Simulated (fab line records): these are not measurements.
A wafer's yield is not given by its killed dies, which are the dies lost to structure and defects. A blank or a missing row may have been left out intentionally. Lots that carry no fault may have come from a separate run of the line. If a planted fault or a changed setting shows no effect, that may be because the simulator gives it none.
Split-lot experiment || flow n5-finfet || on a route of 1938 steps: 7 lots, 18 wafers read

## THE SPLIT ITSELF
At N5_BEOL_M4_SPUTTER_48 (material Cu, target thk 4.5 nm, time 8.29 s), the setting time-s was moved away from the recipe's 8.29 s on 4 of the 18 wafers read, by +9.1% to +13.2%. All remaining wafers had this setting at the recipe value.

Reading taken at the split's own step.

## THE READING
Cu_of_BEOL_M4_SPUTTER_48.thk-nm (the simulator's own value, which no gauge read), in nm, at N5_BEOL_M4_SPUTTER_48 (material Cu, target thk 4.5 nm, time 8.29 s). There is no usual value for it anywhere in the file. The 14 wafers here that ran the recipe average 4.5 nm, standard deviation 0.099 nm.

{"wafer": "L076.3", "tool, chamber at the split": "pvd-sputter-03, -", "time-s as run, s": 9.041, "against the recipe": "+9.1%", "Cu_of_BEOL_M4_SPUTTER_48.thk-nm, nm": 4.8, "against lot-mates on the recipe": "+0.3"}
{"wafer": "L076.4", "tool, chamber at the split": "pvd-sputter-03, -", "time-s as run, s": 8.29, "against the recipe": "recipe", "Cu_of_BEOL_M4_SPUTTER_48.thk-nm, nm": 4.6, "against lot-mates on the recipe": "-"}
{"wafer": "L076.5", "tool, chamber at the split": "pvd-sputter-03, -", "time-s as run, s": 8.29, "against the recipe": "recipe", "Cu_of_BEOL_M4_SPUTTER_48.thk-nm, nm": 4.4, "against lot-mates on the recipe": "-"}
{"wafer": "L079.1", "tool, chamber at the split": "pvd-sputter-03, -", "time-s as run, s": 8.29, "against the recipe": "recipe", "Cu_of_BEOL_M4_SPUTTER_48.thk-nm, nm": 4.4, "against lot-mates on the recipe": "-"}
{"wafer": "L079.3", "tool, chamber at the split": "pvd-sputter-03, -", "time-s as run, s": 9.388, "against the recipe": "+13.2%", "Cu_of_BEOL_M4_SPUTTER_48.thk-nm, nm": 5.2, "against lot-mates on the recipe": "+0.8"}
{"wafer": "L084.1", "tool, chamber at the split": "pvd-sputter-03, -", "time-s as run, s": 8.29, "against the recipe": "recipe", "Cu_of_BEOL_M4_SPUTTER_48.thk-nm, nm": 4.6, "against lot-mates on the recipe": "-"}
{"wafer": "L084.2", "tool, chamber at the split": "pvd-sputter-03, -", "time-s as run, s": 8.29, "against the recipe": "recipe", "Cu_of_BEOL_M4_SPUTTER_48.thk-nm, nm": 4.6, "against lot-mates on the recipe": "-"}
{"wafer": "L084.4", "tool, chamber at the split": "pvd-sputter-03, -", "time-s as run, s": 8.29, "against the recipe": "recipe", "Cu_of_BEOL_M4_SPUTTER_48.thk-nm, nm": 4.6, "against lot-mates on the recipe": "-"}
{"wafer": "L086.3", "tool, chamber at the split": "pvd-sputter-02, -", "time-s as run, s": 8.29, "against the recipe": "recipe", "Cu_of_BEOL_M4_SPUTTER_48.thk-nm, nm": 4.4, "against lot-mates on the recipe": "-"}
{"wafer": "L085.2", "tool, chamber at the split": "pvd-sputter-03, -", "time-s as run, s": 8.29, "against the recipe": "recipe", "Cu_of_BEOL_M4_SPUTTER_48.thk-nm, nm": 4.6, "against lot-mates on the recipe": "-"}
{"wafer": "L085.3", "tool, chamber at the split": "pvd-sputter-03, -", "time-s as run, s": 8.29, "against the recipe": "recipe", "Cu_of_BEOL_M4_SPUTTER_48.thk-nm, nm": 4.6, "against lot-mates on the recipe": "-"}
{"wafer": "L085.4", "tool, chamber at the split": "pvd-sputter-03, -", "time-s as run, s": 8.29, "against the recipe": "recipe", "Cu_of_BEOL_M4_SPUTTER_48.thk-nm, nm": 4.6, "against lot-mates on the recipe": "-"}
{"wafer": "L089.1", "tool, chamber at the split": "pvd-sputter-01, -", "time-s as run, s": 9.12, "against the recipe": "+10.0%", "Cu_of_BEOL_M4_SPUTTER_48.thk-nm, nm": 5, "against lot-mates on the recipe": "+0.4"}
{"wafer": "L089.3", "tool, chamber at the split": "pvd-sputter-01, -", "time-s as run, s": 9.12, "against the recipe": "+10.0%", "Cu_of_BEOL_M4_SPUTTER_48.thk-nm, nm": 5.2, "against lot-mates on the recipe": "+0.6"}
{"wafer": "L089.5", "tool, chamber at the split": "pvd-sputter-01, -", "time-s as run, s": 8.29, "against the recipe": "recipe", "Cu_of_BEOL_M4_SPUTTER_48.thk-nm, nm": 4.6, "against lot-mates on the recipe": "-"}
{"wafer": "L092.1", "tool, chamber at the split": "pvd-sputter-03, -", "time-s as run, s": 8.29, "against the recipe": "recipe", "Cu_of_BEOL_M4_SPUTTER_48.thk-nm, nm": 4.4, "against lot-mates on the recipe": "-"}
{"wafer": "L092.3", "tool, chamber at the split": "pvd-sputter-03, -", "time-s as run, s": 8.29, "against the recipe": "recipe", "Cu_of_BEOL_M4_SPUTTER_48.thk-nm, nm": 4.4, "against lot-mates on the recipe": "-"}
{"wafer": "L092.4", "tool, chamber at the split": "pvd-sputter-03, -", "time-s as run, s": 8.29, "against the recipe": "recipe", "Cu_of_BEOL_M4_SPUTTER_48.thk-nm, nm": 4.4, "against lot-mates on the recipe": "-"}

THE FIT
A straight line over all 18 wafers: Cu_of_BEOL_M4_SPUTTER_48.thk-nm changes by +0.0512 nm for each +1% of time-s; r = +0.91; the points scatter about the line by 0.11 nm.
The same after taking each lot's own level away (the mean of its wafers on the recipe; 18 wafers): +0.0513 nm for each +1%; r = +0.96; scatter 0.071 nm.
The reading moves by 0.68 nm for the largest change in time-s, on that fit.
The span of the lots' own levels, 4.40 to 4.60 nm, comes to 2.0 times the standard deviation stated above.
The two slopes are in agreement: the lot-to-lot level therefore moves the slope only a little.
Check: with one of the wafers moved furthest among these (+13.2%) left out of the fit, the line predicts +0.597 nm for it against its lot-mates. It came out at +0.8 nm against them.

## FURTHER SPLITS ON THESE WAFERS
Before the reading, these wafers also passed through other splits. Each is held against what the fit with the lots' levels taken away leaves over:
{"other split on the same wafers": "N5_BEOL_M0_SAQP_SPACER2_ALD_26 target-thk-a", "wafers away from the commonest value": 6, "r with Cu_of_BEOL_M4_SPUTTER_48.thk-nm (lot level and that fit taken away)": "+0.28"}
{"other split on the same wafers": "N5_BEOL_M0_SAQP_COAT_69 spin-rpm", "wafers away from the commonest value": 7, "r with Cu_of_BEOL_M4_SPUTTER_48.thk-nm (lot level and that fit taken away)": -0.20}
{"other split on the same wafers": "N5_BEOL_M1_ETCH_64 source-w", "wafers away from the commonest value": 4, "r with Cu_of_BEOL_M4_SPUTTER_48.thk-nm (lot level and that fit taken away)": -0.32}
{"other split on the same wafers": "N5_BEOL_M3_TRENCH_ETCH_37 source-w", "wafers away from the commonest value": 6, "r with Cu_of_BEOL_M4_SPUTTER_48.thk-nm (lot level and that fit taken away)": -0.12}
{"other split on the same wafers": "N5_BEOL_M4_COAT_22 spin-rpm", "wafers away from the commonest value": 8, "r with Cu_of_BEOL_M4_SPUTTER_48.thk-nm (lot level and that fit taken away)": -0.02}
{"other split on the same wafers": "N5_BEOL_M4_EXPOSE_25 dose-mj", "wafers away from the commonest value": 5, "r with Cu_of_BEOL_M4_SPUTTER_48.thk-nm (lot level and that fit taken away)": -0.01}

## THE FILE'S OWN FIT
Cu_of_BEOL_M4_SPUTTER_48.thk-nm changes by +0.0499 nm for each +1% of time-s, r = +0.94.
